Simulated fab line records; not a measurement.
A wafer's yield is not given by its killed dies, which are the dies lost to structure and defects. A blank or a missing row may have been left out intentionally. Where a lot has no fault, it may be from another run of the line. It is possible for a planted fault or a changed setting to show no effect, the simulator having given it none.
Which tool is to blame? + flow n5_finfet + 11 lots with 31 wafers sampled at 5 steps, on a route of 1938 steps

WHAT THE GAUGES READ, wafer by wafer
The record lacks any reading of a measuring or inspecting step that a usual standard deviation could be used to judge.

TOOL THAT RAN EACH LOT (tool first, then ch and the chambers of the sampled wafers, then the start)
| lot  | N5_BEOL_M6_DEP_56               | N5_BEOL_M7_ILD_DEP_00           | N5_BEOL_M7_ETCH_61                 | N5_BEOL_M7_STRIP_67                | N5_PASSIVATION_PROBE_49 |
|------|---------------------------------|---------------------------------|------------------------------------|------------------------------------|-------------------------|
| L398 | pecvd-04 ch 0,1,2, day 9 02:08  | pecvd-03 ch 0,2, day 9 02:16    | rie_diel-06 ch 1,3, day 9 04:32    | rie_diel-06 ch 1,3, day 9 04:45    | -                       |
| L400 | pecvd-02 ch 0,1, day 9 06:13    | pecvd-03 ch 0,1,2, day 9 06:22  | rie_diel-06 ch 2,3, day 9 08:18    | rie_diel-06 ch 2,3, day 9 08:31    | -                       |
| L403 | pecvd-04 ch 0,1,2, day 10 01:46 | pecvd-02 ch 0,1, day 10 01:55   | rie_diel-03 ch 0,1, day 10 05:53   | rie_diel-03 ch 0,1, day 10 06:05   | -                       |
| L408 | pecvd-02 ch 1,2, day 11 01:52   | pecvd-03 ch 0,1,2, day 11 02:00 | rie_diel-06 ch 0,1,3, day 11 03:55 | rie_diel-06 ch 0,1,3, day 11 04:08 | -                       |
| L409 | pecvd-02 ch 1, day 11 17:24     | pecvd-02 ch 2, day 11 17:32     | rie_diel-03 ch 1,3, day 11 20:08   | rie_diel-03 ch 1,3, day 11 20:20   | -                       |
| L410 | pecvd-03 ch 0,2, day 12 03:18   | pecvd-01 ch 1,2, day 12 03:27   | rie_diel-06 ch 2,3, day 12 06:39   | rie_diel-06 ch 2,3, day 12 06:51   | -                       |
| L413 | pecvd-04 ch 0,1,2, day 12 20:32 | pecvd-01 ch 1,2, day 12 20:40   | rie_diel-06 ch 0,2, day 12 23:36   | rie_diel-06 ch 0,2, day 12 23:48   | -                       |
| L414 | pecvd-02 ch 0,1, day 13 11:35   | pecvd-03 ch 1,2, day 13 11:44   | rie_diel-02 ch 1,3, day 13 13:02   | rie_diel-02 ch 1,3, day 13 13:14   | prober-01, day 16 14:04 |
| L415 | pecvd-03 ch 0,2, day 13 14:16   | pecvd-02 ch 0,1, day 13 14:23   | rie_diel-06 ch 1,3, day 13 16:13   | rie_diel-06 ch 1,3, day 13 16:25   | prober-02, day 16 21:11 |
| L416 | pecvd-04 ch 0,2, day 13 16:23   | pecvd-02 ch 2, day 13 16:31     | rie_diel-02 ch 1,2, day 13 19:47   | rie_diel-02 ch 1,2, day 13 19:59   | -                       |
| L419 | pecvd-02 ch 0,1,2, day 14 14:58 | pecvd-03 ch 0,2, day 14 15:05   | rie_diel-02 ch 0,2, day 14 16:53   | rie_diel-02 ch 0,2, day 14 17:05   | -                       |
- N5_BEOL_M6_DEP_56: deposits SiCN from 3MS/NH3, target thk 10 nm, time 17.5 s.
- N5_BEOL_M7_ILD_DEP_00: deposits SiCOH lowk from DEMS/porogen, target thk 179.75 nm, time 33.4 s.
- N5_BEOL_M7_ETCH_61: etches SiARC in CF4, target depth 45.5 nm, time 75.8 s.
- N5_BEOL_M7_STRIP_67: strips in CF4.
- N5_PASSIVATION_PROBE_49

WHAT THE TOOLS THEMSELVES READ (means of the sampled wafers that have a number; where no wafer has one, the mark that the record gives instead)
N5_BEOL_M6_DEP_56.
| lot  | tool     | showerhead_plenum_p_Torr (Torr) | throttle_valve_pct (%) |
|------|----------|---------------------------------|------------------------|
| L398 | pecvd-04 | 3.660                           | 9.2                    |
| L400 | pecvd-02 | 3.670                           | 8.8                    |
| L403 | pecvd-04 | 3.657                           | 9.4                    |
| L408 | pecvd-02 | 3.652                           | 9.0                    |
| L409 | pecvd-02 | 3.671                           | 9.6                    |
| L410 | pecvd-03 | 3.672                           | 9.2                    |
| L413 | pecvd-04 | 3.660                           | 9.3                    |
| L414 | pecvd-02 | 3.671                           | 8.9                    |
| L415 | pecvd-03 | 3.661                           | 9.8                    |
| L416 | pecvd-04 | 3.655                           | 9.1                    |
| L419 | pecvd-02 | 3.661                           | 9.1                    |

N5_BEOL_M7_ILD_DEP_00.
| lot  | tool     | heater_power_w (W) | showerhead_plenum_p_Torr (Torr) | susceptor_temp_C (C) | throttle_valve_pct (%) |
|------|----------|--------------------|---------------------------------|----------------------|------------------------|
| L398 | pecvd-03 | 328                | 5.740                           | 300.01               | 14.0                   |
| L400 | pecvd-03 | 306                | 5.727                           | 300.00               | 14.1                   |
| L403 | pecvd-02 | 366                | 5.737                           | 300.17               | 13.5                   |
| L408 | pecvd-03 | 324                | 5.740                           | 299.84               | 14.4                   |
| L409 | pecvd-02 | 230                | 5.726                           | 300.22               | 13.3                   |
| L410 | pecvd-01 | 270                | 5.748                           | 299.87               | 13.9                   |
| L413 | pecvd-01 | 266                | 5.736                           | 299.93               | 13.7                   |
| L414 | pecvd-03 | 294                | 5.742                           | 300.00               | 13.6                   |
| L415 | pecvd-02 | 334                | 5.742                           | 300.21               | 13.5                   |
| L416 | pecvd-02 | 262                | 5.726                           | 300.15               | 13.6                   |
| L419 | pecvd-03 | 330                | 5.752                           | 299.92               | 14.2                   |

N5_BEOL_M7_ETCH_61.
| lot  | tool        | drypump_motor_current_A (A) | etch_rf_on_time_s (s) | mfc_ar_sccm (sccm) | oes_product_au (a.u.) | rf_vpp_V (V) | showerhead_plenum_p_Torr (Torr) | throttle_valve_pct (%) |
|------|-------------|-----------------------------|-----------------------|--------------------|-----------------------|--------------|---------------------------------|------------------------|
| L398 | rie_diel-06 | 5.5                         | 74                    | 100.0              | 0.79                  | 183.8        | 2.16                            | 15.3                   |
| L400 | rie_diel-06 | 5.4                         | 80                    | 100.0              | 0.66                  | 183.8        | 2.19                            | 15.8                   |
| L403 | rie_diel-03 | 6.0                         | 75                    | 99.7               | 0.74                  | 184.1        | 2.07                            | 15.3                   |
| L408 | rie_diel-06 | 5.6                         | 74                    | 99.9               | 0.74                  | 184.3        | 2.17                            | 15.5                   |
| L409 | rie_diel-03 | 5.7                         | 78                    | 100.2              | 0.58                  | 183.2        | 2.13                            | 15.9                   |
| L410 | rie_diel-06 | 5.4                         | 80                    | 100.3              | 0.65                  | 184.8        | 2.18                            | 15.8                   |
| L413 | rie_diel-06 | 5.5                         | 120                   | 99.9               | 0.57                  | 183.4        | 2.15                            | 16.0                   |
| L414 | rie_diel-02 | 5.7                         | 77                    | 99.4               | 0.67                  | 183.1        | 2.10                            | 15.5                   |
| L415 | rie_diel-06 | 5.5                         | 131                   | 99.8               | 0.62                  | 184.0        | 2.15                            | 15.4                   |
| L416 | rie_diel-02 | 6.4                         | 78                    | 99.8               | 0.71                  | 184.2        | 2.12                            | 15.6                   |
| L419 | rie_diel-02 | 6.3                         | 77                    | 100.0              | 0.78                  | 184.4        | 2.17                            | 15.3                   |

N5_BEOL_M7_STRIP_67.
| lot  | tool        | drypump_motor_current_A (A) | oes_product_au (a.u.) | rf_vpp_V (V) | showerhead_plenum_p_Torr (Torr) | throttle_valve_pct (%) |
|------|-------------|-----------------------------|-----------------------|--------------|---------------------------------|------------------------|
| L398 | rie_diel-06 | 5.5                         | 0.90                  | 272.2        | 1.81                            | 13.3                   |
| L400 | rie_diel-06 | 5.3                         | 0.80                  | 272.4        | 1.84                            | 13.7                   |
| L403 | rie_diel-03 | 6.0                         | 0.87                  | 270.7        | 1.73                            | 13.3                   |
| L408 | rie_diel-06 | 5.6                         | 0.85                  | 272.1        | 1.82                            | 13.5                   |
| L409 | rie_diel-03 | 5.7                         | 0.70                  | 270.9        | 1.79                            | 14.0                   |
| L410 | rie_diel-06 | 5.3                         | 0.78                  | 272.2        | 1.83                            | 13.8                   |
| L413 | rie_diel-06 | 5.6                         | 0.76                  | 271.9        | 1.81                            | 14.0                   |
| L414 | rie_diel-02 | 5.7                         | 0.79                  | 269.8        | 1.77                            | 13.5                   |
| L415 | rie_diel-06 | 5.5                         | 0.86                  | 271.6        | 1.80                            | 13.4                   |
| L416 | rie_diel-02 | 6.3                         | 0.83                  | 270.5        | 1.79                            | 13.5                   |
| L419 | rie_diel-02 | 6.2                         | 0.93                  | 271.2        | 1.83                            | 13.2                   |

N5_PASSIVATION_PROBE_49.
| lot  | tool      | defect_limited_yield (%) | killed_at_M0_to_M3 | killed_at_M4_up | killed_at_contacts | killed_at_front_end | killed_at_other | killed_dies | killed_open | killed_short | sort_bin_5_function (%) | sort_bin_6_memory (%) | sort_n_pass | sort_yield_pct (%) |
|------|-----------|--------------------------|--------------------|-----------------|--------------------|---------------------|-----------------|-------------|-------------|--------------|-------------------------|-----------------------|-------------|--------------------|
| L414 | prober-01 | 92.5                     | 25                 | 18              | 8                  | 33                  | 4               | 88          | 59          | 25           | 4.4                     | 2.7                   | 1092        | 92.5               |
| L415 | prober-02 | 88.9                     | 55                 | 9               | 15                 | 50                  | 2               | 131         | 87          | 41           | 6.8                     | 3.8                   | 1049        | 88.9               |

THE ANSWER, worked out from the rows above alone
Rule: what is usual is taken from the lots themselves. Put in order of their means at a reading, lots are off if they are a third of the lots or fewer, leave a main group of 4 or more, and stand apart from it by a gap of 3 or more times the standard deviation of the main group's means; of several such gaps the widest counts. The tables above print the reading to a certain number of digits; a main group whose means all agree to those digits is not used. Also off: a lot with no number at a reading for which 4 or more lots have one. Any other lot the step has rows for is counted as sound. The gauges are gone through in route order, then the tools' own readings, and for those a lot's mean is taken as printed above. The first step at which some lot is off is used, and at that step the reading that is off furthest; a lot without a number counts as furthest.
Off: L413, L415, at N5_BEOL_M7_ETCH_61 (etch_rf_on_time_s). Mean 77 s and standard deviation 2.2 in the main group.
A tool fits if, at that step or a process step before it, it ran every lot that is off, and no sound lot after the first of them. One candidate fits, namely rie_diel-06 at N5_BEOL_M7_ETCH_61. A fault onset in the window from L410 (day 12 06:39, its last sound lot) to L413 (day 12 23:36, its first lot off) fits.
The tool's own readings at N5_BEOL_M7_ETCH_61 bear it out: on the lots that are off they differ by more than 5 times the standard deviation of the sound lots' means. etch_rf_on_time_s reads 126 s there against 77 s on the sound lots.

WHAT WAS PUT IN BY THE SIMULATOR
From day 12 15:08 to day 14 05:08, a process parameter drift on rie_diel-06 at N5_BEOL_M7_ETCH_61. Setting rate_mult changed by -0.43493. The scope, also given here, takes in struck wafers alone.
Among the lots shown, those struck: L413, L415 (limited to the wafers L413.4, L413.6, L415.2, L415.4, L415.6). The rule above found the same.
